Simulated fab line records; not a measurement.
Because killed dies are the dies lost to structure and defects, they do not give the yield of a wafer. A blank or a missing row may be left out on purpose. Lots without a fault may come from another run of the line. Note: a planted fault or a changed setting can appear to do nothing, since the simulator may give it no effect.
Struck lot and sound lot, side by side | flow nandHarc | 14 out of 1159 route steps
Sound: these wafers, L965.3, L965.4, L965.5. Wafers L972.4, L972.5, L972.6 were the ones struck. Last of all comes the cause.
Order at every step that has rows: each side's tool, ch and its chambers, its first start. Under that, the readings that differ: sound wafers | struck wafers | difference of the means | sigmas: that difference in standard deviations of wafers without a fault.
alike: a reading whose means differ by less than 2 such deviations, as well as words and numbers matching on both sides. not compared: withheld readings; readings where some wafer has no value; bounds like >300 that might hide an equal value; numbers whose values overlap and for which the record gives no deviation.
The two part at a step that has a row with sigmas, a row that says differs or no value, or rows on one side only. When numbers do not overlap yet have no deviation, they are printed without sigmas and do not part them. A reading that every wafer of one side lacks parts them only if that side has two wafers or more.

NHARC_A_WL_FILL_STRIP_27: strips in N2/H2, time 20 s.
  sound on plasmaAsher-01 ch 0,1, day 15 10:20; struck on plasmaAsher-01 ch 0,1, day 17 18:25
  alike: drypumpMotorCurrentA, heaterPowerW
  not compared: rfHoursCounterH
then, 4 steps without rows for these wafers: NHARC_A_WL_FILL_STRIP_28 (strips in post etch residue remover, time 1200 s); NHARC_A_WL_FILL_PRECLEAN_06 (cleans in DIW, time 300 s); NHARC_A_WL_FILL_SRD_07; NHARC_A_WL_FILL_ANNEAL_08 (time 1800 s).
NHARC_A_WL_FILL_ALD_10: deposits SiO2, target thk 50 nm, pulse time 10 s, ald cycles 500.
  sound on aldHk-04 ch 1,2, day 15 15:41; struck on aldHk-04 ch 0,1, day 17 23:35
  alike: heaterPowerW, precursorPulseHeightRel
NHARC_A_WL_FILL_ETCHBACK_16: etches the open film in C4F8/O2/Ar, target depth 88 nm, time 17.6 s.
  sound: rieDiel-08 ch 0,1,3; struck: rieDiel-10 ch 1,2,3
reading             | sound             | struck            | difference | sigmas
oesProductAu (a.u.) | 1.012 1.005 1.003 | 0.937 0.918 0.925 | -0.080     | -3
  alike: rfVppV
  not compared: rfHoursCounterH
NHARC_A_WL_FILL_STRIP_29: strips in O2, time 20 s.
  sound on rieDiel-08 ch 0,3, day 15 20:23; struck on rieDiel-10 ch 1,2,3, day 18 04:20
reading                  | sound       | struck      | difference | sigmas
drypumpMotorCurrentA (A) | 6.0 6.2 6.2 | 5.6 5.0 5.2 | -0.9       | -2
  alike: oesProductAu, rfVppV, showerheadPlenumPTorr, throttleValvePct
  not compared: rfHoursCounterH
NHARC_A_WL_FILL_ETCHBACK_17: etches the open film in Cl2/BCl3, target depth 4 nm, time 26.7 s.
  sound on rieMetal-03 ch 0,1, day 15 20:31; struck on rieMetal-01 ch 0,1, day 18 04:29
  alike: drypumpMotorCurrentA, oesProductAu
  not compared: rfHoursCounterH
then, 2 steps without rows for these wafers: NHARC_A_WL_FILL_PRECLEAN_18 (cleans in dHF, time 30 s); NHARC_A_WL_FILL_SRD_21.
NHARC_A_WL_FILL_CVD_23: deposits poly-Si, target thk 40 nm, time 800 s.
  sound on lpcvdPoly-04 ch 0, day 15 23:10; struck on lpcvdPoly-04, day 18 07:14
  no value came back on the struck wafers for pressureMtorr (mTorr), runLengthS (s); on the sound wafers pressureMtorr (mTorr) reads 200.6 200.1 200.7
then, 1 step without rows for these wafers: NHARC_A_WL_FILL_ETCHBACK_26 (etches the open film in HBr, target depth 52 nm, time 13.3 s).
-- break in the record here, with 4 days between the starts of the struck wafers on either side (left off in module A_WL_FILL, picked up again in module END, where the first step shown is number 1159 on the route) --
NHARC_END_SORT_01:
  here the record holds rows for the struck wafers (prober-02 ch 0, day 22 01:53) but none for the sound ones

## WHERE THEY PART
At NHARC_A_WL_FILL_ETCHBACK_16 first; at NHARC_END_SORT_01 last (within this record only).

WHY: what had been put in by the simulator
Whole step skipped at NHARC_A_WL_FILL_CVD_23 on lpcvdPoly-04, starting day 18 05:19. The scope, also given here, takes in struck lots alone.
